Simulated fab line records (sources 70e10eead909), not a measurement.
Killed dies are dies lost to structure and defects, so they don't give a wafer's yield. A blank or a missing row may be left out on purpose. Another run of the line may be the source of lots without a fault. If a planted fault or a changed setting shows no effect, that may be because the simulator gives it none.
fab line records	flow nandHarc
[record] lots = 6	wafers = 18	lastDay = 33
route steps=1302 shown THIN_TSV@1270 END@1301
lots that met no fault: from a run of the same line without faults
startH: hours from the record's first day to the start of the lot's first wafer shown	waitH: hours since the lot's step before	" the same as in the row above	L1.1+2: a row that stands for several wafers	- no value present, or no start provided	* or withheld: withheld	< > ~ a bound
route shown NAME@n: names a module that has steps shown in the file, with the first one's number in the route	usual: the fault-free wafers' mean and standard deviation	same: alike in all rows	chamber/n: place in a boat	sites: per-site readings	_std_site: their standard deviation	_edge_site: inner sites' mean taken away from outer sites' mean	radiusMm: how far each site lies from the wafer's centre	mask NAME#n: copy n	behind: the tool/chamber that last shaped the wafer	hold: why the lot was held/for how many hours/how that ended	device: which transistor (n, p or np) failed to switch	end of line: the tests these same wafers got at the end of their route	a step given without rows: its recipe and nothing more	killed: dies lost to structure and defects at the first sort, not the wafer's yield	map: the dies of a wafer, with x for killed, . for not killed, _ for no die there
set.NAME: the setting that was run; set.NAME@STEP: the one run at that earlier step	model.NAME: the simulator's own value behind a step, which no gauge read
lots at selected steps of the route; one table per step, one row per wafer
services: when a tool's chamber went out of use (startH, in hours from the record's first day, below 0 if earlier), for how many hours, and the reason
[[steps]]
[step NHARC_THIN_TSV_DEGAS_49]
[recipe] tempC = 300	timeS = 120
[step NHARC_THIN_TSV_PRE_CLEAN_50]
[recipe] timeS = 30	tempC = 280	gas = H2/He
[step NHARC_THIN_TSV_PVD_19]
[recipe] targetThkA = 200	chamberPressurePa = 5	material = TaN
[step NHARC_THIN_TSV_PVD_51]
[recipe] targetThkA = 1000	chamberPressurePa = 5	material = Cu
[usual] throttleValvePct = 30.1/0.94
lot.wafer	tool	chamber	startH	waitH	throttleValvePct
L345.3	pvdSputter-02	-	-	-	30.5
L345.4	"	-	"	"	28.6
L345.6	"	-	"	"	30.6
L344.4	pvdSputter-03	-	-	-	31.0
L344.3	"	-	"	"	28.9
L344.5	"	-	"	"	30.8
L356.2	pvdSputter-01	-	-	-	30.2
L356.4	"	-	"	"	31.1
L356.3	"	-	"	"	29.5
L360.1	pvdSputter-02	-	-	-	28.6
L360.5	"	-	"	"	30.2
L360.6	"	-	"	"	28.9
L359.1	pvdSputter-02	-	-	-	29.0
L359.3	"	-	"	"	31.7
L359.5	"	-	"	"	28.7
L365.4	pvdSputter-03	-	-	-	29.2
L365.2	"	-	"	"	29.0
L365.5	"	-	"	"	30.7
[step NHARC_THIN_TSV_ECD_20]
[recipe] targetThkA = 20000	material = Cu
[step NHARC_THIN_TSV_ANNEAL_52]
[recipe] tempC = 225	timeS = 90
[step NHARC_THIN_TSV_CMP_21]
[recipe] tOverpolishS = 30	targetThkNm = 2000
[step NHARC_THIN_TSV_SRD_23]
[step NHARC_THIN_TSV_DEGAS_53]
[recipe] tempC = 300	timeS = 60
[step NHARC_THIN_TSV_PRE_CLEAN_54]
[recipe] timeS = 30	tempC = 280	gas = H2/He
[usual] heaterPowerW = 402/52
[same] timeS = 30
lot.wafer	tool	chamber	startH	waitH	heaterPowerW
L345.3	pvdSputter-02	-	567.48	0.1	383
L345.4	"	-	"	"	366
L345.6	"	-	"	"	372
L344.3	pvdSputter-03	-	567.79	0.1	372
L344.4	"	-	"	"	345
L344.5	"	-	"	"	376
L356.4	pvdSputter-01	-	706.11	0.0	487
L356.3	"	-	"	"	439
L356.2	"	-	"	"	366
L360.1	pvdSputter-03	-	707.44	0.1	361
L360.5	"	-	"	"	370
L360.6	"	-	"	"	340
L359.3	pvdSputter-03	-	712.20	0.1	373
L359.1	"	-	"	"	342
L359.5	"	-	"	"	444
L365.2	pvdSputter-02	-	776.41	0.1	433
L365.4	"	-	"	"	372
L365.5	"	-	"	"	408
[step NHARC_THIN_TSV_PVD_55]
[recipe] targetThkA = 500	material = TiN
[step NHARC_THIN_TSV_PVD_24]
[recipe] targetThkA = 8000	powerW = withheld	chamberPressurePa = withheld	substrateTempC = withheld	timeS = withheld	gas = Ar	material = Al
lot.wafer	tool	chamber	startH	waitH
L345.4+3+6	pvdSputter-02	-	567.69	0.1
L344.3+4+5	pvdSputter-03	-	568.01	0.1
L356.3+4+2	pvdSputter-01	-	706.33	0.1
L360.1+5+6	pvdSputter-03	-	707.84	0.3
L359.3+1+5	pvdSputter-03	-	712.48	0.2
L365.4+2+5	pvdSputter-02	-	776.69	0.2
[step NHARC_THIN_TSV_DEHYDRATE_25]
[recipe] tempC = 150	timeS = 120
[step NHARC_THIN_TSV_HMDS_26]
[recipe] timeS = 30
[step NHARC_THIN_TSV_COAT_27]
[recipe] spinRpm = *
[step NHARC_THIN_TSV_SOFTBAKE_28]
[recipe] tempC = 122	timeS = 95
[step NHARC_THIN_TSV_EBR_29]
[step NHARC_THIN_TSV_EXPOSE_30]
[recipe] na = 0.55	doseMj = 11.47	maskId = PAD
[step NHARC_THIN_TSV_PEB_31]
[recipe] pebTempC = 118	pebTimeS = 85
[step NHARC_THIN_TSV_DEVELOP_32]
[recipe] timeS = 70
[step NHARC_THIN_TSV_CD_MEAS_33]
[recipe] targetCdNm = 5000	landingEnergyEv = 500
[usual] cdNm = 4999.2/1.8
lot.wafer	tool	chamber	startH	waitH	cdNm
L345.3	cdSem-03	0	568.41	-	4998.4
L345.4	"	0	"	"	4998.5
L345.6	"	0	"	"	4999.9
L344.3	cdSem-01	0	568.73	-	4997.2
L344.4	"	0	"	"	4996.5
L344.5	"	0	"	"	4995.8
L356.2	cdSem-01	0	707.17	-	5001.6
L356.3	"	0	"	"	4998.2
L356.4	"	0	"	"	4999.8
L360.1	cdSem-01	0	708.52	-	4998.0
L360.5	"	0	"	"	4998.3
L360.6	"	0	"	"	4997.5
L359.1	cdSem-01	0	713.27	-	4998.6
L359.3	"	0	"	"	5001.0
L359.5	"	0	"	"	5000.7
L365.2	cdSem-01	0	777.48	-	4998.6
L365.4	"	0	"	"	5001.8
L365.5	"	0	"	"	5000.9
[step NHARC_THIN_TSV_HARDBAKE_34]
[recipe] tempC = 125	timeS = 80
[step NHARC_THIN_TSV_DESCUM_35]
[recipe] timeS = 3	o2FlowSccm = 200	arFlowSccm = 0	biasPowerW = 0	chemistry = O2
[step NHARC_THIN_TSV_ETCH_59]
[recipe] targetDepthA = 8800	icpW = 900	biasW = 100	Cl2_flow_sccm = 60	bcl3FlowSccm = 30	timeS = 138.1	chemistry = Cl2/BCl3
[usual] drypumpMotorCurrentA = 5.6/0.43	heBacksideLeakSccm = 3.35/0.21	mfcCl2Sccm = 60.00/0.19	oesProductAu = 1.000/0.01	throttleValvePct = 22.262/0.0096
[same] timeS = 138.1
lot.wafer	tool	chamber	startH	waitH	drypumpMotorCurrentA	heBacksideLeakSccm	mfcCl2Sccm	oesProductAu	rfHoursCounterH	throttleValvePct
L345.4	rieMetal-03	1	568.76	0.2	5.7	3.17	60.12	0.997	-	22.267
L345.3	"	0	"	"	6.2	3.30	59.97	1.002	-	22.250
L345.6	"	1	"	"	5.7	3.14	59.54	1.006	-	22.260
L344.4	rieMetal-02	1	569.16	0.2	5.9	3.26	59.84	0.990	-	22.265
L344.3	"	0	"	"	6.0	3.48	59.92	1.017	-	22.257
L344.5	"	0	"	"	6.0	3.42	60.02	1.003	-	22.262
L356.2	rieMetal-03	1	707.49	0.1	5.7	3.22	59.90	0.993	0.0	22.264
L356.3	"	0	"	"	6.1	3.32	59.91	0.998	-	22.255
L356.4	"	1	"	"	5.7	3.31	59.59	0.991	-	22.258
L360.1	rieMetal-01	0	708.80	0.1	5.0	3.16	59.87	0.991	2.6	22.249
L360.5	"	0	"	"	5.0	3.21	60.02	0.983	-	22.274
L360.6	"	0	"	"	5.0	3.30	59.89	0.997	-	22.258
L359.1	rieMetal-03	0	713.59	0.2	6.2	3.26	59.96	1.008	0.2	22.253
L359.3	"	0	"	"	6.1	3.22	60.00	1.009	-	22.267
L359.5	"	1	"	"	5.7	3.45	59.80	1.005	-	22.256
L365.2	rieMetal-03	1	777.77	0.1	5.7	3.37	60.14	0.994	1.1	22.259
L365.4	"	0	"	"	6.1	3.31	59.97	1.004	-	22.268
L365.5	"	0	"	"	6.1	3.31	60.08	0.996	-	22.241
[step NHARC_THIN_TSV_ETCH_36]
[recipe] targetDepthA = 650	overEtchFrac = 0.3	timeS = 18.571	ionEnergyEv = 150	chemistry = Cl2/BCl3
[usual] drypumpMotorCurrentA = 5.6/0.43	heBacksideLeakSccm = 3.32/0.21	oesProductAu = 0.999/0.011
[same] timeS = 18.571
lot.wafer	tool	chamber	startH	waitH	drypumpMotorCurrentA	heBacksideLeakSccm	oesProductAu	rfHoursCounterH
L345.4	rieMetal-03	1	568.96	0.2	5.7	3.35	0.993	-
L345.3	"	0	"	"	6.1	3.32	1.002	-
L345.6	"	0	"	"	6.1	3.37	1.004	-
L344.4	rieMetal-02	0	569.36	0.2	6.0	3.72	0.998	-
L344.3	"	1	"	"	5.9	3.16	0.986	-
L344.5	"	1	"	"	5.9	3.16	1.001	-
L356.2	rieMetal-03	0	707.72	0.2	6.1	3.26	1.004	0.2
L356.4	"	0	"	"	6.2	3.38	1.006	-
L356.3	"	1	"	"	5.7	3.13	0.990	-
L360.1	rieMetal-01	0	709.28	0.4	5.0	3.23	0.990	2.9
L360.5	"	0	"	"	5.0	3.24	0.986	-
L360.6	"	0	"	"	5.0	3.26	0.994	-
L359.1	rieMetal-03	0	713.82	0.2	6.1	3.29	0.998	0.4
L359.3	"	0	"	"	6.1	3.23	1.006	-
L359.5	"	1	"	"	5.7	3.33	0.983	-
L365.2	rieMetal-03	0	778.03	0.2	6.1	3.43	1.013	1.2
L365.4	"	0	"	"	6.1	3.20	1.018	-
L365.5	"	0	"	"	6.1	3.18	1.021	-
[step NHARC_THIN_TSV_STRIP_56]
[recipe] powerW = 1500	tempC = 250	chemistry = O2
[usual] drypumpMotorCurrentA = 5.7/0.35	heaterPowerW = 340/17
lot.wafer	tool	chamber	startH	waitH	drypumpMotorCurrentA	heaterPowerW	rfHoursCounterH
L345.3	plasmaAsher-02	1	569.21	0.2	5.9	339	-
L345.4	"	0	"	"	5.2	345	-
L345.6	"	1	"	"	5.9	353	-
L344.3	plasmaAsher-01	1	569.54	0.2	5.4	339	-
L344.4	"	0	"	"	6.1	311	-
L344.5	"	1	"	"	5.4	336	-
L356.2	plasmaAsher-02	1	707.82	0.1	5.9	349	22
L356.3	"	1	"	"	5.9	344	-
L356.4	"	0	"	"	5.2	360	-
L360.1	plasmaAsher-02	1	709.46	0.2	5.9	342	24
L360.6	"	0	"	"	5.3	361	-
L360.5	"	1	"	"	5.9	344	-
L359.1	plasmaAsher-02	0	713.91	0.1	5.2	362	25
L359.3	"	0	"	"	5.2	363	-
L359.5	"	1	"	"	5.9	341	-
L365.2	plasmaAsher-02	0	778.26	0.2	5.2	342	38
L365.4	"	1	"	"	5.9	343	-
L365.5	"	0	"	"	5.2	355	-
[step NHARC_THIN_TSV_STRIP_57]
[recipe] timeS = 1200	tempC = 72.5	chemistry = postEtchResidueRemover
[step NHARC_THIN_TSV_CD_MEAS_37]
[usual] cdNm = 4999.6/2.7
lot.wafer	tool	chamber	startH	waitH	cdNm
L345.3	cdSem-03	-	569.91	-	4997.8
L345.4	"	-	"	"	4995.2
L345.6	"	-	"	"	4999.3
L344.3	cdSem-03	-	570.24	-	4998.5
L344.4	"	-	"	"	5001.1
L344.5	"	-	"	"	4999.6
L356.2	cdSem-03	-	708.61	-	5001.8
L356.3	"	-	"	"	4999.4
L356.4	"	-	"	"	4998.1
L360.1	cdSem-03	-	710.21	-	5000.4
L360.5	"	-	"	"	5000.6
L360.6	"	-	"	"	5000.0
L359.1	cdSem-02	-	714.72	-	4997.9
L359.3	"	-	"	"	4998.1
L359.5	"	-	"	"	4999.2
L365.2	cdSem-01	-	779.06	-	4999.6
L365.4	"	-	"	"	5001.7
L365.5	"	-	"	"	5002.2
[step NHARC_THIN_TSV_ANNEAL_58]
[recipe] tempC = 400	timeS = 1800
[step NHARC_THIN_TSV_INSPECT_40]
[usual] rawDefectCount = 553/100
lot.wafer	tool	chamber	startH	waitH	rawDefectCount
L345.3	defectInspect-01	-	576.91	0.4	457
L345.4	"	-	"	"	565
L345.6	"	-	"	"	561
L344.3	defectInspect-02	-	576.91	0.4	486
L344.4	"	-	"	"	546
L344.5	"	-	"	"	501
L360.1	defectInspect-02	-	713.78	0.4	496
L360.5	"	-	"	"	459
L360.6	"	-	"	"	1656
L356.2	defectInspect-01	-	713.78	0.4	559
L356.3	"	-	"	"	558
L356.4	"	-	"	"	551
L359.1	defectInspect-01	-	719.89	0.4	524
L359.3	"	-	"	"	1690
L359.5	"	-	"	"	673
L365.2	defectInspect-01	-	783.57	0.4	410
L365.4	"	-	"	"	476
L365.5	"	-	"	"	500
[step NHARC_END_WLT_00]
[usual] VT_DECK1_BOTTOM = 0.870/0.0074	VT_DECK1_BOTTOM_INNER = 0.870/0.0077	VT_DECK1_MEDIAN_NEAR_BOTTOM = 0.870/0.0079	VT_DECK1_MEDIAN_NEAR_BOTTOM_INNER = 0.870/0.0075	VT_DECK1_MIDDLE = 0.882/0.0072	VT_DECK1_MIDDLE_INNER = 0.884/0.0073	VT_DECK1_TOP = 0.896/0.0075	VT_DECK1_TOP_INNER = 0.896/0.0074	VT_DECK2_BOTTOM = 0.868/0.0065	VT_DECK2_BOTTOM_INNER = 0.869/0.0068	VT_DECK2_MEDIAN_NEAR_BOTTOM = 0.869/0.0067	VT_DECK2_MEDIAN_NEAR_BOTTOM_INNER = 0.869/0.007	VT_DECK2_MIDDLE = 0.881/0.0068	VT_DECK2_MIDDLE_INNER = 0.881/0.0072	VT_DECK2_TOP = 0.893/0.0066	VT_DECK2_TOP_INNER = 0.892/0.007
lot.wafer	tool	chamber	startH	waitH	VT_DECK1_BOTTOM	VT_DECK1_BOTTOM_INNER	VT_DECK1_MEDIAN_NEAR_BOTTOM	VT_DECK1_MEDIAN_NEAR_BOTTOM_INNER	VT_DECK1_MIDDLE	VT_DECK1_MIDDLE_INNER	VT_DECK1_TOP	VT_DECK1_TOP_INNER	VT_DECK2_BOTTOM	VT_DECK2_BOTTOM_INNER	VT_DECK2_MEDIAN_NEAR_BOTTOM	VT_DECK2_MEDIAN_NEAR_BOTTOM_INNER	VT_DECK2_MIDDLE	VT_DECK2_MIDDLE_INNER	VT_DECK2_TOP	VT_DECK2_TOP_INNER
L344.3	prober-02	-	577.96	1.0	0.863	0.857	0.868	0.866	0.884	0.886	0.895	0.897	0.865	0.860	0.856	0.866	0.880	0.878	0.895	0.892
L344.4	"	-	"	"	0.864	0.872	0.868	0.863	0.881	0.882	0.890	0.887	0.871	0.872	0.868	0.867	0.885	0.884	0.890	0.889
L344.5	"	-	"	"	0.859	0.864	0.857	0.866	0.878	0.880	0.895	0.891	0.867	0.868	0.861	0.868	0.882	0.881	0.881	0.890
L345.3	prober-01	-	577.96	1.1	0.872	0.863	0.870	0.868	0.885	0.882	0.893	0.889	0.864	0.860	0.861	0.861	0.877	0.873	0.884	0.888
L345.4	"	-	"	"	0.868	0.868	0.866	0.859	0.882	0.884	0.893	0.903	0.872	0.864	0.867	0.866	0.869	0.867	0.888	0.886
L345.6	"	-	579.47	2.6	0.866	0.863	0.863	0.867	0.878	0.880	0.891	0.888	0.862	0.860	0.863	0.855	0.878	0.874	0.887	0.876
L356.2	prober-01	-	714.33	0.5	0.876	0.878	0.874	0.875	0.893	0.891	0.899	0.894	0.865	0.864	0.861	0.864	0.881	0.882	0.891	0.885
L356.3	"	-	"	"	0.873	0.871	0.880	0.879	0.892	0.887	0.901	0.896	0.867	0.874	0.870	0.875	0.882	0.889	0.895	0.886
L356.4	"	-	"	"	0.878	0.869	0.875	0.876	0.885	0.892	0.895	0.896	0.867	0.871	0.872	0.873	0.884	0.879	0.893	0.892
L360.1	prober-02	-	717.58	3.8	0.863	0.864	0.867	0.865	0.876	0.879	0.896	0.901	0.874	0.879	0.880	0.877	0.897	0.889	0.900	0.899
L360.5	"	-	719.60	5.8	0.873	0.869	0.878	0.873	0.878	0.886	0.895	0.890	0.869	0.874	0.872	0.878	0.882	0.896	0.902	0.894
L360.6	"	-	"	"	0.863	0.860	0.875	0.861	0.882	0.872	0.892	0.891	0.879	0.878	0.876	0.866	0.881	0.886	0.889	0.906
L359.1	prober-01	-	721.64	1.8	0.872	0.872	0.866	0.868	0.885	0.885	0.900	0.898	0.873	0.877	0.871	0.881	0.887	0.882	0.897	0.891
L359.3	"	-	722.64	2.7	0.873	0.877	0.867	0.867	0.890	0.886	0.906	0.899	0.862	0.878	0.871	0.868	0.892	0.889	0.896	0.902
L359.5	"	-	"	"	0.873	0.862	0.872	0.874	0.888	0.886	0.900	0.903	0.873	0.875	0.876	0.874	0.880	0.875	0.891	0.895
L365.2	prober-01	-	784.12	0.5	0.852	0.866	0.858	0.858	0.875	0.878	0.887	0.889	0.860	0.870	0.867	0.862	0.873	0.885	0.892	0.891
L365.4	"	-	785.12	1.5	0.862	0.867	0.874	0.863	0.875	0.880	0.890	0.895	0.873	0.870	0.868	0.873	0.885	0.885	0.886	0.893
L365.5	"	-	"	"	0.867	0.865	0.867	0.865	0.871	0.883	0.889	0.881	0.871	0.864	0.878	0.876	0.880	0.883	0.897	0.895
[step NHARC_END_SORT_01]
[recipe] tempC = 25
[usual] defectLimitedYield = 91/3.2	killedAtArray = 55/22	killedAtOther = 1.1/1.4	killedAtPeriphery = 4/3.2	killedDies = 59/22	killedOpen = 3.3/1.8	killedShort = 2.5/1.5
[same] grossDies = 677
lot.wafer	tool	chamber	startH	waitH	defectLimitedYield[%]	killedAtArray	killedAtOther	killedAtPeriphery	killedDies	killedOpen	killedShort
L344.3	prober-02	0	581.52	3.1	95	28	0	7	35	2	3
L344.4	prober-02	0	582.31	3.4	91	56	0	2	58	6	3
L344.5	prober-02	0	583.10	3.7	92	46	2	3	51	5	1
L345.3	prober-01	0	581.57	3.1	92	51	1	1	53	2	2
L345.4	prober-01	0	582.37	3.4	91	59	2	3	64	5	2
L345.6	prober-01	0	583.96	4.0	91	55	1	3	59	4	1
L356.2	prober-01	0	717.65	2.8	89	68	5	0	73	3	0
L356.3	prober-01	0	718.45	3.1	91	58	3	3	64	2	2
L356.4	prober-01	0	719.25	3.4	89	69	5	3	77	4	3
L360.1	prober-02	0	720.60	2.5	92	42	1	14	57	3	4
L360.5	prober-02	0	723.78	3.7	95	26	0	11	37	3	1
L360.6	prober-02	0	724.57	4.0	82	44	64	11	119	4	3
L359.1	prober-01	0	724.63	2.5	89	65	3	4	72	2	4
L359.3	prober-01	0	726.22	3.1	82	60	63	0	123	1	0
L359.5	prober-01	0	727.81	3.7	90	59	5	2	66	1	3
L365.2	prober-01	0	787.42	2.8	88	80	2	1	83	5	3
L365.4	prober-01	0	789.01	3.4	89	70	0	2	72	4	2
L365.5	prober-01	0	789.81	3.7	92	50	1	2	53	2	1
// killed by level:class
L344.3 A_CHANNEL_HOLE_D1:chamberFilmFlake=11 A_CHANNEL_HOLE_D2:chamberFilmFlake=9 P_STI:chamberFilmFlake=2 A_CONTACT:chamberFilmFlake=2 P_GATE:geometricParticle:short=1 P_M0:geometricParticle:open=1 A_DECK1_JOINT:geometricParticle:short=1 A_ONON_D2:geometricParticle:short=1
L345.3 A_SLIT:chamberFilmFlake=21 A_CHANNEL_HOLE_D2:chamberFilmFlake=15 A_CONTACT:chamberFilmFlake=4 A_CHANNEL_HOLE_D1:chamberFilmFlake=3 A_DECK1_JOINT:chamberFilmFlake=2 A_CHANNEL_FILL_D2:chamberFilmFlake=2 P_CONTACT:geometricParticle:open=1 A_CHANNEL_FILL_D1:geometricParticle:short=1
L344.4 A_CHANNEL_HOLE_D1:chamberFilmFlake=31 A_CHANNEL_HOLE_D2:chamberFilmFlake=7 A_CONTACT:chamberFilmFlake=5 A_CHANNEL_FILL_D1:geometricParticle:open=2 A_STAIRCASE:chamberFilmFlake=2 A_WL_FILL:chamberFilmFlake=2 P_GATE:geometricParticle:short=1 P_M1:geometricParticle:open=1
L345.4 A_SLIT:chamberFilmFlake=24 A_CHANNEL_HOLE_D2:chamberFilmFlake=17 A_CONTACT:chamberFilmFlake=5 A_CHANNEL_FILL_D2:chamberFilmFlake=4 A_CHANNEL_HOLE_D1:chamberFilmFlake=2 A_WL_FILL:chamberFilmFlake=2 THIN_TSV:chamberFilmFlake=2 P_CONTACT:geometricParticle:short=1
L344.5 A_CHANNEL_HOLE_D1:chamberFilmFlake=32 A_CHANNEL_HOLE_D2:chamberFilmFlake=7 A_CHANNEL_FILL_D1:chamberFilmFlake=2 THIN_TSV:chamberFilmFlake=2 P_CONTACT:geometricParticle:open=1 P_M0:geometricParticle:open=1 A_CHANNEL_FILL_D1:geometricParticle:open=1 A_CHANNEL_FILL_D2:geometricParticle:open=1
L345.6 A_SLIT:chamberFilmFlake=26 A_CHANNEL_HOLE_D2:chamberFilmFlake=10 A_CONTACT:chamberFilmFlake=8 A_CHANNEL_HOLE_D1:chamberFilmFlake=4 A_STAIRCASE:chamberFilmFlake=2 P_M0:geometricParticle:open=1 A_CHANNEL_FILL_D1:geometricParticle:open=1 A_CHANNEL_FILL_D2:geometricParticle:short=1
L356.2 A_SLIT:chamberFilmFlake=41 A_CHANNEL_HOLE_D1:chamberFilmFlake=12 A_CONTACT:chamberFilmFlake=6 THIN_TSV:chamberFilmFlake=5 A_STAIRCASE:chamberFilmFlake=3 A_CHANNEL_FILL_D2:chamberFilmFlake=2 A_DECK1_JOINT:geometricParticle:open=1 A_CHANNEL_HOLE_D2:geometricParticle:open=1
L356.3 A_SLIT:chamberFilmFlake=29 A_CHANNEL_HOLE_D1:chamberFilmFlake=14 A_CONTACT:chamberFilmFlake=5 A_STAIRCASE:chamberFilmFlake=4 THIN_TSV:chamberFilmFlake=3 P_STI:geometricParticle:short=1 A_ONON_D1:geometricParticle:open=1 A_CHANNEL_FILL_D1:geometricParticle:short=1
L356.4 A_SLIT:chamberFilmFlake=32 A_CHANNEL_HOLE_D1:chamberFilmFlake=16 A_CONTACT:chamberFilmFlake=11 THIN_TSV:chamberFilmFlake=5 A_SGD_CUT:chamberFilmFlake=3 A_CHANNEL_FILL_D2:geometricParticle:open=2 A_STAIRCASE:chamberFilmFlake=2 P_M1:geometricParticle:short=1
L360.1 A_CHANNEL_HOLE_D1:chamberFilmFlake=29 P_GATE:chamberFilmFlake=9 A_CONTACT:chamberFilmFlake=5 A_SLIT:chamberFilmFlake=3 P_CONTACT:geometricParticle:open=2 P_CONTACT:chamberFilmFlake=2 A_CHANNEL_FILL_D1:geometricParticle:short=1 A_ONON_D2:geometricParticle:short=1
L360.5 A_CHANNEL_HOLE_D1:chamberFilmFlake=8 A_CONTACT:chamberFilmFlake=8 A_SLIT:chamberFilmFlake=4 P_ZERO_WELL:chamberFilmFlake=3 P_GATE:chamberFilmFlake=3 P_CONTACT:chamberFilmFlake=3 P_M2:chamberFilmFlake=2 A_DECK1_JOINT:geometricParticle:open=1
L360.6 THIN_TSV:unspecified=63 A_CHANNEL_HOLE_D1:chamberFilmFlake=32 P_CONTACT:chamberFilmFlake=4 A_CONTACT:chamberFilmFlake=4 P_M2:chamberFilmFlake=3 P_GATE:chamberFilmFlake=2 A_SLIT:chamberFilmFlake=2 P_M1:geometricParticle:open=1
L359.1 A_SLIT:chamberFilmFlake=25 A_CHANNEL_HOLE_D2:chamberFilmFlake=19 A_CHANNEL_HOLE_D1:chamberFilmFlake=12 P_GATE:chamberFilmFlake=3 A_CHANNEL_FILL_D1:chamberFilmFlake=2 THIN_TSV:chamberFilmFlake=2 P_CONTACT:geometricParticle:short=1 A_CHANNEL_FILL_D1:geometricParticle:open=1
L359.3 THIN_TSV:unspecified=58 A_SLIT:chamberFilmFlake=40 A_CHANNEL_HOLE_D2:chamberFilmFlake=8 A_CHANNEL_HOLE_D1:chamberFilmFlake=5 THIN_TSV:chamberFilmFlake=5 A_SGD_CUT:chamberFilmFlake=4 A_M0:geometricParticle:open=1 A_CHANNEL_FILL_D1:chamberFilmFlake=1
L359.5 A_SLIT:chamberFilmFlake=26 A_CHANNEL_HOLE_D2:chamberFilmFlake=15 A_CHANNEL_HOLE_D1:chamberFilmFlake=12 THIN_TSV:chamberFilmFlake=5 A_CHANNEL_FILL_D1:chamberFilmFlake=3 P_GATE:geometricParticle:short=1 A_ONON_D2:geometricParticle:short=1 A_CHANNEL_HOLE_D2:geometricParticle:short=1
L365.2 A_CHANNEL_HOLE_D2:chamberFilmFlake=32 A_CHANNEL_HOLE_D1:chamberFilmFlake=13 A_SLIT:chamberFilmFlake=13 A_SGD_CUT:chamberFilmFlake=4 A_DECK1_JOINT:geometricParticle:open=2 A_ZERO_WELL:chamberFilmFlake=2 A_CHANNEL_FILL_D1:chamberFilmFlake=2 A_DECK1_JOINT:chamberFilmFlake=2
L365.4 A_CHANNEL_HOLE_D2:chamberFilmFlake=30 A_CHANNEL_HOLE_D1:chamberFilmFlake=19 A_SLIT:chamberFilmFlake=9 A_CONTACT:chamberFilmFlake=3 A_CHANNEL_FILL_D2:chamberFilmFlake=3 A_ONON_D1:geometricParticle:short=2 A_ONON_D2:geometricParticle:open=2 P_CONTACT:geometricParticle:open=1
L365.5 A_CHANNEL_HOLE_D2:chamberFilmFlake=22 A_CHANNEL_HOLE_D1:chamberFilmFlake=11 A_CHANNEL_FILL_D2:chamberFilmFlake=5 A_SLIT:chamberFilmFlake=5 A_STAIRCASE:chamberFilmFlake=2 A_CONTACT:chamberFilmFlake=2 P_CONTACT:geometricParticle:open=1 A_WL_FILL:geometricParticle:open=1
// map L359.3 (x killed, . not)
____________.____________
_________......._________
_______.......x..._______
______x..........x.______
_____..............x_____
____.....x...........____
____...x........x..x.____
___.............x.....___
___...........xx......___
__.............x..x....__
__...........xxxxx.....__
_..........x.xxx........_
_.....x.......xxxx......_
_...........xxxx.xx....._
_.............xx.x......_
_............xxxx......._
............x..xx.x......
.....xx......x.xx........
...................x.x.x.
...............x...xxxxxx
...................xxxxxx
_.................xxxxxx_
_.................xxxxxx_
_.................xxxxxx_
_.................xxxxxx_
_........x.......xxxxxxx_
__...............xxxxxx__
__..............x.xxxxx__
___x.............xxxxx___
___...............xxxx___
____............x..xx____
____.................____
_____.............x._____
______.............______
_______..........._______
_________......._________
____________.____________
// map L360.6 (x killed, . not)
____________.____________
_________......._________
_______..........._______
______..........x..______
_____......x........_____
____......x..........____
____..xx.xxx.........____
___........x..........___
___...x....xx.......x.___
__..x...xxx............__
__..x..xxxxx......x....__
_...x..x.x.xx..........._
_..x...xx............x.._
_.....xxxxx..........x.._
_......x.xx.......x....._
_......x.x.............._
.....x...x............x..
x.........x...........x..
....................xxxxx
...................xxxxx.
...................xxxxxx
_..................xxxxx_
_.................xxxxxx_
_.................xxxxxx_
_............xx...xxxxxx_
_....x............xxxxxx_
__................xxxxx__
__................xxxxx__
___..............xxxxx___
___..........x......xx___
____.............x...____
____.................____
_____..............._____
______.............______
_______..........._______
_________..x...._________
____________.____________
[[services]]
tool	chamber	startH	hours	kind
rieMetal-03	-	562.13	1.7	repair
rieMetal-01	-	575.00	9.0	pm
pvdSputter-01	-	582.01	10.0	pm
pvdSputter-03	-	583.63	10.0	pm
pvdSputter-02	-	586.09	2.2	repair
plasmaAsher-02	-	603.36	9.0	pm
pvdSputter-02	-	613.83	4.1	repair
plasmaAsher-01	-	630.00	2.1	repair
rieMetal-02	-	631.00	9.0	pm
pvdSputter-03	-	636.15	1.3	repair
pvdSputter-02	-	638.04	10.0	pm
rieMetal-03	0	647.75	1.9	repair
pvdSputter-03	-	666.07	8.9	repair
rieMetal-03	-	672.27	0.6	repair
rieMetal-03	-	696.00	9.0	pm
rieMetal-03	0	696.00	9.0	ventCycle
plasmaAsher-01	-	700.52	9.0	pm
rieMetal-01	1	706.29	3.8	repair
pvdSputter-02	-	709.39	0.6	repair
pvdSputter-02	-	730.03	7.6	repair
pvdSputter-01	-	743.06	4.9	repair
rieMetal-01	-	752.00	9.0	pm
pvdSputter-01	-	760.01	10.0	pm
pvdSputter-03	-	761.63	10.0	pm
[[key]]
[firstSign] step = NHARC_THIN_TSV_INSPECT_40	reading = rawDefectCount	direction = up	sigmas = 11	usual = 553	struck = 1673
[effect] step = NHARC_END_SORT_01	reading = killedAtOther	direction = up	sigmas = 46	usual = 1.1	struck = 63.5
[moreKillsBornAt] NHARC_THIN_TSV_PVD_24@pvdSputter-03 = 121
metAt NHARC_THIN_TSV_PVD_24
struckWafers L359.3,L360.6
onsetBetween 568.01 707.84
[fault] kind = chamberParticleSource	tool = pvdSputter-03	chamber = -	onsetH = 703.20	steps = NHARC_THIN_TSV_PVD_24	ratePerVisitCm2 = 1.9002	endH = 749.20	scope = struckWafersOnly
